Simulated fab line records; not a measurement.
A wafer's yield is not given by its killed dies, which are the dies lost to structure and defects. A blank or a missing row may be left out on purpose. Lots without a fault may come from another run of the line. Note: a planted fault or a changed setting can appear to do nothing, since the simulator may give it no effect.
Chamber matching ; flow n5Finfet ; N5_BEOL_M0_SAQP_ETCH_88 on rieDiel-03 has 4 sister chambers
The step etches underlayer in N2/H2, target depth 6.5 nm, time 5.2 s. 22 wafers are shown with their chamber, then 11 later ones without.

WAFERS WITH THEIR CHAMBER
wafer;chamber;showerheadPlenumPTorr (Torr);drypumpMotorCurrentA (A);throttleValvePct (%)
L074.3;0;2.36;5.7;18.05
L074.4;3;2.45;5.7;18.12
L074.5;2;2.65;5.2;18.05
L078.1;0;2.36;5.7;18.06
L078.2;3;2.45;5.7;18.13
L078.3;1;2.54;5.6;17.89
L078.4;2;2.65;5.1;18.04
L078.5;0;2.36;5.7;18.05
L078.6;3;2.45;5.7;18.14
L081.2;2;2.65;5.2;18.07
L081.3;1;2.54;5.5;17.86
L081.5;2;2.65;5.2;18.06
L083.2;1;2.54;5.6;17.88
L083.3;3;2.44;5.7;18.15
L083.6;2;2.65;5.2;18.11
L085.3;3;2.44;5.7;18.21
L085.4;2;2.64;5.2;18.11
L085.5;3;2.44;5.7;18.17
L086.2;1;2.53;5.6;17.90
L086.3;3;2.44;5.8;18.18
L086.5;3;2.44;5.7;18.17
L089.1;2;2.64;5.2;18.12

SIGNATURES, as means of the wafers listed above
reading;chamber 0;chamber 1;chamber 2;chamber 3;scatter within a chamber
showerheadPlenumPTorr;2.3600;2.5375;2.6471;2.4438;0.00475
drypumpMotorCurrentA;5.700;5.575;5.186;5.713;0.0371
throttleValvePct;18.0533;17.8825;18.0800;18.1588;0.0273
Rule: for each reading, subtract the chamber's mean from the wafer's reading, divide by that reading's scatter and square the result; add these up over the readings and take the root, which gives the wafer's distance from the chamber. The wafer belongs to the nearest chamber; if the next one is less than 2 further off, it can't be placed. How the scatter is found: for the shown wafers, subtract from each reading the mean of its chamber, square and add these, divide the total by (wafers less chambers), then take the root.

WAFERS WITHOUT THEIR CHAMBER
wafer;showerheadPlenumPTorr (Torr);drypumpMotorCurrentA (A);throttleValvePct (%)
L089.3;2.53;5.7;17.92
L089.6;2.64;5.2;18.12
L092.1;2.53;5.6;17.94
L092.3;2.64;5.2;18.12
L092.6;2.35;5.7;18.07
L093.1;2.53;5.5;17.91
L093.3;2.64;5.2;18.11
L093.6;2.64;5.2;18.14
L094.2;2.35;5.7;18.06
L094.3;2.43;5.7;18.18
L094.6;2.53;5.6;17.94

CHAMBER TAKEN BY EACH
wafer;from the rows above;in truth
L089.3;1;1
L089.6;2;2
L092.1;1;1
L092.3;2;2
L092.6;0;0
L093.1;1;1
L093.3;2;2
L093.6;2;2
L094.2;0;0
L094.3;3;3
L094.6;1;1
Correct placement for 11 of the 11. Left unplaced by these rows: 0. Number placed wrongly: 0.
